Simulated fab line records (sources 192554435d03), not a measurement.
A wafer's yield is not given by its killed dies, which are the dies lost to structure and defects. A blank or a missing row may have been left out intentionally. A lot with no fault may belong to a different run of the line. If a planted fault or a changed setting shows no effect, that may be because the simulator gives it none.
fab line records :: flow n5_finfet :: part 2 of 2: steps 15 to 25 of 25
[record]
  lots = 5
  wafers = 15
  last_day = 15
route steps=1938 shown BEOL_M5@1149
lots with no fault: from the same line, run without faults
start_h: start of the lot's first displayed wafer, in hours after the record's first day :: wait_h: how many hours have passed since the lot's step before this one :: " the same as in the row above :: L1.1+2: a row that stands for several wafers :: - either no value or no given start :: * or withheld: withheld :: < > ~ a bound
route shown NAME@n: names a module that has steps shown in the file, with the first one's number in the route :: usual: mean and standard deviation over wafers with no fault :: same: alike in all rows :: chamber/n: place in a boat :: sites: readings site by site :: _std_site: their standard deviation :: _edge_site: mean of outer sites minus mean of inner sites :: radius_mm: how far each site lies from the wafer's centre :: mask NAME#n: copy n :: behind: the last tool/chamber to shape the wafer :: hold: why the lot went on hold/how many hours it stayed there/how the hold came to an end :: device: which transistor (n, p or np) failed to switch :: end of line: tests run on the same wafers once the route is complete :: a step given without rows: its recipe and nothing more :: killed: not the wafer's yield, but the dies lost to structure and defects at the first sort :: map: dies across one wafer; x = killed, . = not, _ = none there
set.NAME: the setting as run; set.NAME@STEP: as run at that earlier step :: model.NAME: the simulator's own value behind a step, which no gauge read
lots at selected steps of the route; one table per step, one row per wafer
services: when a tool's chamber went out of use (start_h, in hours from the record's first day, below 0 if earlier), for how many hours, and the reason
[[steps]]
[step N5_BEOL_M5_OCD_MEAS_38]
[usual]
  trench_depth_nm = 71.6/1.5
lot.wafer: L074.1
tool: ocd-01
chamber: -
start_h: 173.67
wait_h: -
trench_depth_nm: 69.9

lot.wafer: L074.4
tool: ocd-01
chamber: -
start_h: 173.67
wait_h: -
trench_depth_nm: 73.3

lot.wafer: L074.5
tool: ocd-01
chamber: -
start_h: 173.67
wait_h: -
trench_depth_nm: 72.6

lot.wafer: L079.3
tool: ocd-02
chamber: -
start_h: 200.99
wait_h: -
trench_depth_nm: 71.0

lot.wafer: L079.4
tool: ocd-02
chamber: -
start_h: 200.99
wait_h: -
trench_depth_nm: 71.0

lot.wafer: L079.6
tool: ocd-02
chamber: -
start_h: 200.99
wait_h: -
trench_depth_nm: 70.7

lot.wafer: L084.1
tool: ocd-02
chamber: -
start_h: 222.50
wait_h: -
trench_depth_nm: 71.5

lot.wafer: L084.2
tool: ocd-02
chamber: -
start_h: 222.50
wait_h: -
trench_depth_nm: 71.4

lot.wafer: L084.5
tool: ocd-02
chamber: -
start_h: 222.50
wait_h: -
trench_depth_nm: 70.8

lot.wafer: L085.1
tool: ocd-01
chamber: -
start_h: 234.06
wait_h: -
trench_depth_nm: 71.4

lot.wafer: L085.2
tool: ocd-01
chamber: -
start_h: 234.06
wait_h: -
trench_depth_nm: 72.8

lot.wafer: L085.4
tool: ocd-01
chamber: -
start_h: 234.06
wait_h: -
trench_depth_nm: 73.3

lot.wafer: L088.2
tool: ocd-02
chamber: -
start_h: 261.34
wait_h: -
trench_depth_nm: 72.8

lot.wafer: L088.5
tool: ocd-02
chamber: -
start_h: 261.34
wait_h: -
trench_depth_nm: 72.8

lot.wafer: L088.6
tool: ocd-02
chamber: -
start_h: 261.34
wait_h: -
trench_depth_nm: 69.5
[step N5_BEOL_M5_HM_STRIP_39]
[recipe]
  chemistry = peroxide_tin_strip
  material = TiN
  target_depth_a = 250
  temp_c = 50
  time_s = 158
lot.wafer: L074.1+4+5
tool: wet_bench-06
chamber: 2,7,3
start_h: 173.70
wait_h: 0.0

lot.wafer: L079.3+4+6
tool: wet_bench-03
chamber: 5,2,6
start_h: 201.02
wait_h: 0.0

lot.wafer: L084.1+2+5
tool: wet_bench-06
chamber: 1,0,7
start_h: 222.53
wait_h: 0.0

lot.wafer: L085.1+2+4
tool: wet_bench-06
chamber: 4,3,6
start_h: 234.10
wait_h: 0.0

lot.wafer: L088.2+5+6
tool: wet_bench-06
chamber: 1,0,3
start_h: 261.37
wait_h: 0.0
[step N5_BEOL_M5_SRD_40]
[recipe]
  time_s = 30
  temp_c = 23
  rinse_liquid = diw
  dry = ipa_marangoni
[usual]
  do_supply_ppb = 9.99/0.1
lot.wafer: L074.1
tool: wet_bench-06
chamber: 2
start_h: 173.75
wait_h: 0.0
do_supply_ppb: 9.92

lot.wafer: L074.4
tool: wet_bench-06
chamber: 7
start_h: 173.75
wait_h: 0.0
do_supply_ppb: 9.91

lot.wafer: L074.5
tool: wet_bench-06
chamber: 3
start_h: 173.75
wait_h: 0.0
do_supply_ppb: 9.76

lot.wafer: L079.3
tool: wet_bench-03
chamber: 5
start_h: 201.07
wait_h: 0.0
do_supply_ppb: 10.11

lot.wafer: L079.4
tool: wet_bench-03
chamber: 2
start_h: 201.07
wait_h: 0.0
do_supply_ppb: 9.95

lot.wafer: L079.6
tool: wet_bench-03
chamber: 6
start_h: 201.07
wait_h: 0.0
do_supply_ppb: 10.02

lot.wafer: L084.1
tool: wet_bench-06
chamber: 1
start_h: 222.58
wait_h: 0.0
do_supply_ppb: 10.01

lot.wafer: L084.2
tool: wet_bench-06
chamber: 0
start_h: 222.58
wait_h: 0.0
do_supply_ppb: 10.03

lot.wafer: L084.5
tool: wet_bench-06
chamber: 7
start_h: 222.58
wait_h: 0.0
do_supply_ppb: 10.10

lot.wafer: L085.1
tool: wet_bench-06
chamber: 4
start_h: 234.14
wait_h: 0.0
do_supply_ppb: 9.87

lot.wafer: L085.2
tool: wet_bench-06
chamber: 3
start_h: 234.14
wait_h: 0.0
do_supply_ppb: 10.05

lot.wafer: L085.4
tool: wet_bench-06
chamber: 6
start_h: 234.14
wait_h: 0.0
do_supply_ppb: 10.14

lot.wafer: L088.2
tool: wet_bench-06
chamber: 1
start_h: 261.42
wait_h: 0.0
do_supply_ppb: 9.82

lot.wafer: L088.5
tool: wet_bench-06
chamber: 0
start_h: 261.42
wait_h: 0.0
do_supply_ppb: 9.95

lot.wafer: L088.6
tool: wet_bench-06
chamber: 3
start_h: 261.42
wait_h: 0.0
do_supply_ppb: 10.08
[step N5_BEOL_M5_PRECLEAN_42]
[recipe]
  chemistry = residue_remover
  time_s = 60
  temp_c = 40
lot.wafer: L074.1+4+5
tool: wet_bench-06
chamber: 2,7,3
start_h: 173.77
wait_h: 0.0

lot.wafer: L079.3+4+6
tool: wet_bench-03
chamber: 5,2,6
start_h: 201.09
wait_h: 0.0

lot.wafer: L084.1+2+5
tool: wet_bench-06
chamber: 1,0,7
start_h: 222.60
wait_h: 0.0

lot.wafer: L085.1+2+4
tool: wet_bench-06
chamber: 4,3,6
start_h: 234.16
wait_h: 0.0

lot.wafer: L088.2+5+6
tool: wet_bench-06
chamber: 1,0,3
start_h: 261.43
wait_h: 0.0
[step N5_BEOL_M5_SRD_43]
[recipe]
  time_s = 30
  temp_c = 23
  rinse_liquid = diw
  dry = ipa_marangoni
[usual]
  do_supply_ppb = 10.00/0.11
lot.wafer: L074.1
tool: wet_bench-06
chamber: 2
start_h: 173.78
wait_h: 0.0
do_supply_ppb: 9.94

lot.wafer: L074.4
tool: wet_bench-06
chamber: 7
start_h: 173.78
wait_h: 0.0
do_supply_ppb: 10.06

lot.wafer: L074.5
tool: wet_bench-06
chamber: 3
start_h: 173.78
wait_h: 0.0
do_supply_ppb: 10.14

lot.wafer: L079.3
tool: wet_bench-03
chamber: 5
start_h: 201.11
wait_h: 0.0
do_supply_ppb: 10.01

lot.wafer: L079.4
tool: wet_bench-03
chamber: 2
start_h: 201.11
wait_h: 0.0
do_supply_ppb: 9.94

lot.wafer: L079.6
tool: wet_bench-03
chamber: 6
start_h: 201.11
wait_h: 0.0
do_supply_ppb: 9.85

lot.wafer: L084.1
tool: wet_bench-06
chamber: 1
start_h: 222.61
wait_h: 0.0
do_supply_ppb: 9.87

lot.wafer: L084.2
tool: wet_bench-06
chamber: 0
start_h: 222.61
wait_h: 0.0
do_supply_ppb: 10.00

lot.wafer: L084.5
tool: wet_bench-06
chamber: 7
start_h: 222.61
wait_h: 0.0
do_supply_ppb: 10.07

lot.wafer: L085.1
tool: wet_bench-06
chamber: 4
start_h: 234.18
wait_h: 0.0
do_supply_ppb: 9.97

lot.wafer: L085.2
tool: wet_bench-06
chamber: 3
start_h: 234.18
wait_h: 0.0
do_supply_ppb: 10.00

lot.wafer: L085.4
tool: wet_bench-06
chamber: 6
start_h: 234.18
wait_h: 0.0
do_supply_ppb: 10.04

lot.wafer: L088.2
tool: wet_bench-06
chamber: 1
start_h: 261.45
wait_h: 0.0
do_supply_ppb: 9.86

lot.wafer: L088.5
tool: wet_bench-06
chamber: 0
start_h: 261.45
wait_h: 0.0
do_supply_ppb: 9.95

lot.wafer: L088.6
tool: wet_bench-06
chamber: 3
start_h: 261.45
wait_h: 0.0
do_supply_ppb: 10.18
[step N5_BEOL_M5_CD_MEAS_35]
[recipe]
  target_cd_nm = 28
  target_cd_y_nm = 24
  polarity = opening
[usual]
  cd_nm = 27.9/0.36
lot.wafer: L074.1
tool: cd_sem-01
chamber: -
start_h: 173.83
wait_h: 0.0
cd_nm: 27.7

lot.wafer: L074.4
tool: cd_sem-01
chamber: -
start_h: 173.83
wait_h: 0.0
cd_nm: 28.0

lot.wafer: L074.5
tool: cd_sem-01
chamber: -
start_h: 173.83
wait_h: 0.0
cd_nm: 27.6

lot.wafer: L079.3
tool: cd_sem-03
chamber: -
start_h: 201.15
wait_h: 0.0
cd_nm: 27.6

lot.wafer: L079.4
tool: cd_sem-03
chamber: -
start_h: 201.15
wait_h: 0.0
cd_nm: 27.4

lot.wafer: L079.6
tool: cd_sem-03
chamber: -
start_h: 201.15
wait_h: 0.0
cd_nm: 27.8

lot.wafer: L084.1
tool: cd_sem-03
chamber: -
start_h: 222.66
wait_h: 0.0
cd_nm: 27.8

lot.wafer: L084.2
tool: cd_sem-03
chamber: -
start_h: 222.66
wait_h: 0.0
cd_nm: 27.9

lot.wafer: L084.5
tool: cd_sem-03
chamber: -
start_h: 222.66
wait_h: 0.0
cd_nm: 27.7

lot.wafer: L085.1
tool: cd_sem-03
chamber: -
start_h: 234.22
wait_h: 0.0
cd_nm: 27.9

lot.wafer: L085.2
tool: cd_sem-03
chamber: -
start_h: 234.22
wait_h: 0.0
cd_nm: 28.5

lot.wafer: L085.4
tool: cd_sem-03
chamber: -
start_h: 234.22
wait_h: 0.0
cd_nm: 28.1

lot.wafer: L088.2
tool: cd_sem-01
chamber: -
start_h: 261.49
wait_h: 0.0
cd_nm: 27.4

lot.wafer: L088.5
tool: cd_sem-01
chamber: -
start_h: 261.49
wait_h: 0.0
cd_nm: 27.3

lot.wafer: L088.6
tool: cd_sem-01
chamber: -
start_h: 261.49
wait_h: 0.0
cd_nm: 27.4
[step N5_BEOL_M5_CURE_80]
[recipe]
  temp_c = 370
  time_s = 120
  ambient = DMADMS/He
  material = SiCOH_lowk
[usual]
  lamp_power_pct = 52.32/0.052
  wafer_temp_C_max = 371.8/0.76
lot.wafer: L074.1
tool: uv_cure-02
chamber: 1
start_h: 173.87
wait_h: 0.0
lamp_power_pct: 52.26
wafer_temp_C_max: 371.8

lot.wafer: L074.4
tool: uv_cure-02
chamber: 1
start_h: 173.87
wait_h: 0.0
lamp_power_pct: 52.22
wafer_temp_C_max: 371.7

lot.wafer: L074.5
tool: uv_cure-02
chamber: 1
start_h: 173.87
wait_h: 0.0
lamp_power_pct: 52.33
wafer_temp_C_max: 371.6

lot.wafer: L079.3
tool: uv_cure-01
chamber: 0
start_h: 201.29
wait_h: 0.1
lamp_power_pct: 52.33
wafer_temp_C_max: 371.7

lot.wafer: L079.4
tool: uv_cure-01
chamber: 0
start_h: 201.29
wait_h: 0.1
lamp_power_pct: 52.31
wafer_temp_C_max: 371.5

lot.wafer: L079.6
tool: uv_cure-01
chamber: 0
start_h: 201.29
wait_h: 0.1
lamp_power_pct: 52.34
wafer_temp_C_max: 372.5

lot.wafer: L084.1
tool: uv_cure-02
chamber: 0
start_h: 222.70
wait_h: 0.0
lamp_power_pct: 52.32
wafer_temp_C_max: 370.9

lot.wafer: L084.2
tool: uv_cure-02
chamber: 0
start_h: 222.70
wait_h: 0.0
lamp_power_pct: 52.33
wafer_temp_C_max: 370.7

lot.wafer: L084.5
tool: uv_cure-02
chamber: 0
start_h: 222.70
wait_h: 0.0
lamp_power_pct: 52.31
wafer_temp_C_max: 370.7

lot.wafer: L085.1
tool: uv_cure-01
chamber: 1
start_h: 234.36
wait_h: 0.1
lamp_power_pct: 52.39
wafer_temp_C_max: 372.4

lot.wafer: L085.2
tool: uv_cure-01
chamber: 1
start_h: 234.36
wait_h: 0.1
lamp_power_pct: 52.33
wafer_temp_C_max: 373.0

lot.wafer: L085.4
tool: uv_cure-01
chamber: 1
start_h: 234.36
wait_h: 0.1
lamp_power_pct: 52.36
wafer_temp_C_max: 372.4

lot.wafer: L088.2
tool: uv_cure-01
chamber: 2
start_h: 261.58
wait_h: 0.1
lamp_power_pct: 52.26
wafer_temp_C_max: 371.0

lot.wafer: L088.5
tool: uv_cure-01
chamber: 2
start_h: 261.58
wait_h: 0.1
lamp_power_pct: 52.34
wafer_temp_C_max: 370.7

lot.wafer: L088.6
tool: uv_cure-01
chamber: 2
start_h: 261.58
wait_h: 0.1
lamp_power_pct: 52.29
wafer_temp_C_max: 371.5
[step N5_BEOL_M5_DEGAS_44]
[recipe]
  ambient = vacuum
  temp_c = 250
  time_s = 60
[usual]
  heater_power_w = 333/32
lot.wafer: L074.1
tool: pvd_sputter-03
chamber: -
start_h: 174.30
wait_h: 0.4
heater_power_w: 294

lot.wafer: L074.4
tool: pvd_sputter-03
chamber: -
start_h: 174.30
wait_h: 0.4
heater_power_w: 353

lot.wafer: L074.5
tool: pvd_sputter-03
chamber: -
start_h: 174.30
wait_h: 0.4
heater_power_w: 371

lot.wafer: L079.3
tool: pvd_sputter-01
chamber: -
start_h: 201.55
wait_h: 0.2
heater_power_w: 274

lot.wafer: L079.4
tool: pvd_sputter-01
chamber: -
start_h: 201.55
wait_h: 0.2
heater_power_w: 279

lot.wafer: L079.6
tool: pvd_sputter-01
chamber: -
start_h: 201.55
wait_h: 0.2
heater_power_w: 279

lot.wafer: L084.1
tool: pvd_sputter-03
chamber: -
start_h: 223.47
wait_h: 0.7
heater_power_w: 312

lot.wafer: L084.2
tool: pvd_sputter-03
chamber: -
start_h: 223.47
wait_h: 0.7
heater_power_w: 325

lot.wafer: L084.5
tool: pvd_sputter-03
chamber: -
start_h: 223.47
wait_h: 0.7
heater_power_w: 377

lot.wafer: L085.1
tool: pvd_sputter-03
chamber: -
start_h: 235.05
wait_h: 0.6
heater_power_w: 300

lot.wafer: L085.2
tool: pvd_sputter-03
chamber: -
start_h: 235.05
wait_h: 0.6
heater_power_w: 375

lot.wafer: L085.4
tool: pvd_sputter-03
chamber: -
start_h: 235.05
wait_h: 0.6
heater_power_w: 321

lot.wafer: L088.2
tool: pvd_sputter-02
chamber: -
start_h: 262.02
wait_h: 0.4
heater_power_w: 396

lot.wafer: L088.5
tool: pvd_sputter-02
chamber: -
start_h: 262.02
wait_h: 0.4
heater_power_w: 401

lot.wafer: L088.6
tool: pvd_sputter-02
chamber: -
start_h: 262.02
wait_h: 0.4
heater_power_w: 321
[step N5_BEOL_M5_PRE_CLEAN_45]
[recipe]
  gas = H2/He
  time_s = 30
  temp_c = 250
[usual]
  heater_power_w = 333/33
lot.wafer: L074.1
tool: pvd_sputter-03
chamber: -
start_h: 174.34
wait_h: 0.0
heater_power_w: 295

lot.wafer: L074.4
tool: pvd_sputter-03
chamber: -
start_h: 174.34
wait_h: 0.0
heater_power_w: 355

lot.wafer: L074.5
tool: pvd_sputter-03
chamber: -
start_h: 174.34
wait_h: 0.0
heater_power_w: 372

lot.wafer: L079.3
tool: pvd_sputter-01
chamber: -
start_h: 201.59
wait_h: 0.0
heater_power_w: 279

lot.wafer: L079.4
tool: pvd_sputter-01
chamber: -
start_h: 201.59
wait_h: 0.0
heater_power_w: 276

lot.wafer: L079.6
tool: pvd_sputter-01
chamber: -
start_h: 201.59
wait_h: 0.0
heater_power_w: 279

lot.wafer: L084.1
tool: pvd_sputter-03
chamber: -
start_h: 223.51
wait_h: 0.0
heater_power_w: 299

lot.wafer: L084.2
tool: pvd_sputter-03
chamber: -
start_h: 223.51
wait_h: 0.0
heater_power_w: 305

lot.wafer: L084.5
tool: pvd_sputter-03
chamber: -
start_h: 223.51
wait_h: 0.0
heater_power_w: 361

lot.wafer: L085.1
tool: pvd_sputter-03
chamber: -
start_h: 235.09
wait_h: 0.0
heater_power_w: 303

lot.wafer: L085.2
tool: pvd_sputter-03
chamber: -
start_h: 235.09
wait_h: 0.0
heater_power_w: 370

lot.wafer: L085.4
tool: pvd_sputter-03
chamber: -
start_h: 235.09
wait_h: 0.0
heater_power_w: 314

lot.wafer: L088.2
tool: pvd_sputter-02
chamber: -
start_h: 262.06
wait_h: 0.0
heater_power_w: 399

lot.wafer: L088.5
tool: pvd_sputter-02
chamber: -
start_h: 262.06
wait_h: 0.0
heater_power_w: 393

lot.wafer: L088.6
tool: pvd_sputter-02
chamber: -
start_h: 262.06
wait_h: 0.0
heater_power_w: 325
[step N5_BEOL_M5_ALD_86]
[recipe]
  material = TaN
  target_thk_a = *
  temp_c = 275
  ald_precursor_family = PDMAT
  ald_co_reactant = NH3
  pressure_torr = 3
  carrier_flow_sccm = 1500
  pulse_time_s = 2
  purge_time_s = 3
  co_reactant_purge_time_s = 2
  co_reactant_pulse_time_s = 3
  ald_cycles = 30
  precursor_vessel_temp_c = 75
  precursor_vessel_pressure_torr = 26.25
  precursor_vessel_carrier_sccm = 1000
[usual]
  heater_power_w = 411/37
  mfc_carrier_sccm = 1500/4.4
  precursor_vessel_temp_c = 75.01/0.12
lot.wafer: L074.1
tool: ald_metal-03
chamber: 2
start_h: 174.43
wait_h: 0.1
heater_power_w: 450
mfc_carrier_sccm: 1503
precursor_vessel_temp_c: 75.04
since_wet_clean_h: 1376

lot.wafer: L074.4
tool: ald_metal-03
chamber: 3
start_h: 174.43
wait_h: 0.1
heater_power_w: 354
mfc_carrier_sccm: 1499
precursor_vessel_temp_c: 74.86
since_wet_clean_h: 1376

lot.wafer: L074.5
tool: ald_metal-03
chamber: 1
start_h: 174.43
wait_h: 0.1
heater_power_w: 449
mfc_carrier_sccm: 1503
precursor_vessel_temp_c: 74.83
since_wet_clean_h: -

lot.wafer: L079.3
tool: ald_metal-03
chamber: 3
start_h: 201.70
wait_h: 0.1
heater_power_w: 352
mfc_carrier_sccm: 1499
precursor_vessel_temp_c: 75.16
since_wet_clean_h: 1403

lot.wafer: L079.4
tool: ald_metal-03
chamber: 0
start_h: 201.70
wait_h: 0.1
heater_power_w: 357
mfc_carrier_sccm: 1503
precursor_vessel_temp_c: 74.94
since_wet_clean_h: 1403

lot.wafer: L079.6
tool: ald_metal-03
chamber: 3
start_h: 201.70
wait_h: 0.1
heater_power_w: 367
mfc_carrier_sccm: 1505
precursor_vessel_temp_c: 75.07
since_wet_clean_h: -

lot.wafer: L084.1
tool: ald_metal-04
chamber: 0
start_h: 223.57
wait_h: 0.0
heater_power_w: 409
mfc_carrier_sccm: 1513
precursor_vessel_temp_c: 74.84
since_wet_clean_h: 6040

lot.wafer: L084.2
tool: ald_metal-04
chamber: 2
start_h: 223.57
wait_h: 0.0
heater_power_w: 441
mfc_carrier_sccm: 1505
precursor_vessel_temp_c: 75.12
since_wet_clean_h: 6040

lot.wafer: L084.5
tool: ald_metal-04
chamber: 3
start_h: 223.57
wait_h: 0.0
heater_power_w: 377
mfc_carrier_sccm: 1494
precursor_vessel_temp_c: 74.84
since_wet_clean_h: -

lot.wafer: L085.1
tool: ald_metal-02
chamber: 2
start_h: 235.15
wait_h: 0.0
heater_power_w: 419
mfc_carrier_sccm: 1494
precursor_vessel_temp_c: 74.87
since_wet_clean_h: 2975

lot.wafer: L085.2
tool: ald_metal-02
chamber: 3
start_h: 235.15
wait_h: 0.0
heater_power_w: 413
mfc_carrier_sccm: 1495
precursor_vessel_temp_c: 74.98
since_wet_clean_h: 2975

lot.wafer: L085.4
tool: ald_metal-02
chamber: 1
start_h: 235.15
wait_h: 0.0
heater_power_w: 457
mfc_carrier_sccm: 1497
precursor_vessel_temp_c: 74.98
since_wet_clean_h: 2975

lot.wafer: L088.2
tool: ald_metal-02
chamber: 1
start_h: 262.12
wait_h: 0.0
heater_power_w: 443
mfc_carrier_sccm: 1496
precursor_vessel_temp_c: 74.73
since_wet_clean_h: 3002

lot.wafer: L088.5
tool: ald_metal-02
chamber: 1
start_h: 262.12
wait_h: 0.0
heater_power_w: 445
mfc_carrier_sccm: 1502
precursor_vessel_temp_c: 75.04
since_wet_clean_h: -

lot.wafer: L088.6
tool: ald_metal-02
chamber: 2
start_h: 262.12
wait_h: 0.0
heater_power_w: 427
mfc_carrier_sccm: 1502
precursor_vessel_temp_c: 74.97
since_wet_clean_h: -
[step N5_BEOL_M5_SURFACE_TREAT_87]
[recipe]
  gas = Ar
  time_s = *
  ion_energy_ev = *
  ion_current_ma_cm2 = 0.5
  pressure_mtorr = *
  ar_flow_sccm = 30
[usual]
  ar_flow_sccm = 30.00/0.078
  pressure_mtorr = *
  throttle_valve_pct = *
lot.wafer: L074.1
tool: pvd_sputter-01
chamber: -
start_h: 174.69
wait_h: 0.2
ar_flow_sccm: 30.05
pressure_mtorr: *
throttle_valve_pct: *

lot.wafer: L074.4
tool: pvd_sputter-01
chamber: -
start_h: 174.69
wait_h: 0.2
ar_flow_sccm: 29.87
pressure_mtorr: *
throttle_valve_pct: *

lot.wafer: L074.5
tool: pvd_sputter-01
chamber: -
start_h: 174.69
wait_h: 0.2
ar_flow_sccm: 30.07
pressure_mtorr: *
throttle_valve_pct: *

lot.wafer: L079.3
tool: pvd_sputter-03
chamber: -
start_h: 201.94
wait_h: 0.1
ar_flow_sccm: 30.03
pressure_mtorr: *
throttle_valve_pct: *

lot.wafer: L079.4
tool: pvd_sputter-03
chamber: -
start_h: 201.94
wait_h: 0.1
ar_flow_sccm: 30.03
pressure_mtorr: *
throttle_valve_pct: *

lot.wafer: L079.6
tool: pvd_sputter-03
chamber: -
start_h: 201.94
wait_h: 0.1
ar_flow_sccm: 29.99
pressure_mtorr: *
throttle_valve_pct: *

lot.wafer: L084.1
tool: pvd_sputter-01
chamber: -
start_h: 223.80
wait_h: 0.1
ar_flow_sccm: 29.93
pressure_mtorr: *
throttle_valve_pct: *

lot.wafer: L084.2
tool: pvd_sputter-01
chamber: -
start_h: 223.80
wait_h: 0.1
ar_flow_sccm: 29.99
pressure_mtorr: *
throttle_valve_pct: *

lot.wafer: L084.5
tool: pvd_sputter-01
chamber: -
start_h: 223.80
wait_h: 0.1
ar_flow_sccm: 29.88
pressure_mtorr: *
throttle_valve_pct: *

lot.wafer: L085.1
tool: pvd_sputter-03
chamber: -
start_h: 235.57
wait_h: 0.3
ar_flow_sccm: 30.04
pressure_mtorr: *
throttle_valve_pct: *

lot.wafer: L085.2
tool: pvd_sputter-03
chamber: -
start_h: 235.57
wait_h: 0.3
ar_flow_sccm: 30.01
pressure_mtorr: *
throttle_valve_pct: *

lot.wafer: L085.4
tool: pvd_sputter-03
chamber: -
start_h: 235.57
wait_h: 0.3
ar_flow_sccm: 29.92
pressure_mtorr: *
throttle_valve_pct: *

lot.wafer: L088.2
tool: pvd_sputter-01
chamber: -
start_h: 262.41
wait_h: 0.2
ar_flow_sccm: 30.11
pressure_mtorr: *
throttle_valve_pct: *

lot.wafer: L088.5
tool: pvd_sputter-01
chamber: -
start_h: 262.41
wait_h: 0.2
ar_flow_sccm: 30.11
pressure_mtorr: *
throttle_valve_pct: *

lot.wafer: L088.6
tool: pvd_sputter-01
chamber: -
start_h: 262.41
wait_h: 0.2
ar_flow_sccm: 29.95
pressure_mtorr: *
throttle_valve_pct: *
[[services]]
tool: ald_metal-02
chamber: 1
start_h: 150.83
hours: 3.9
kind: repair

tool: pvd_sputter-02
chamber: -
start_h: 151.48
hours: 2.4
kind: repair

tool: ald_metal-04
chamber: -
start_h: 153.92
hours: 8.7
kind: pm

tool: rie_diel-06
chamber: 0
start_h: 160.21
hours: 2.8
kind: repair

tool: uv_cure-01
chamber: -
start_h: 161.77
hours: 3.4
kind: repair

tool: ald_metal-03
chamber: 1
start_h: 168.63
hours: -
kind: calibration

tool: rie_diel-03
chamber: 0
start_h: 178.59
hours: -
kind: clean

tool: rie_diel-03
chamber: 0
start_h: 178.59
hours: -
kind: consumable_replace:focus_ring

tool: rie_diel-03
chamber: 0
start_h: 178.59
hours: 26.3
kind: scheduled_down

tool: rie_diel-03
chamber: 0
start_h: 178.59
hours: 26.3
kind: vent_cycle

tool: ald_metal-04
chamber: -
start_h: 180.21
hours: 2.8
kind: pm

tool: uv_cure-01
chamber: -
start_h: 192.60
hours: 2.1
kind: pm

tool: uv_cure-01
chamber: -
start_h: 198.28
hours: 1.0
kind: pm

tool: rie_diel-06
chamber: 0
start_h: 213.00
hours: 3.4
kind: repair

tool: rie_diel-03
chamber: 2
start_h: 217.30
hours: -
kind: clean

tool: rie_diel-03
chamber: 2
start_h: 217.30
hours: -
kind: consumable_replace:focus_ring

tool: rie_diel-03
chamber: 2
start_h: 217.30
hours: 20.1
kind: scheduled_down

tool: rie_diel-03
chamber: 2
start_h: 217.30
hours: 20.1
kind: vent_cycle

tool: rie_diel-01
chamber: 1
start_h: 226.18
hours: 3.6
kind: repair

tool: ald_metal-03
chamber: 2
start_h: 230.21
hours: -
kind: calibration

tool: rie_diel-01
chamber: 0
start_h: 241.59
hours: 12.8
kind: repair

tool: uv_cure-01
chamber: -
start_h: 242.69
hours: 1.8
kind: repair

tool: ald_metal-03
chamber: -
start_h: 255.20
hours: 1.3
kind: repair

tool: ald_metal-04
chamber: 1
start_h: 258.48
hours: 25.7
kind: repair
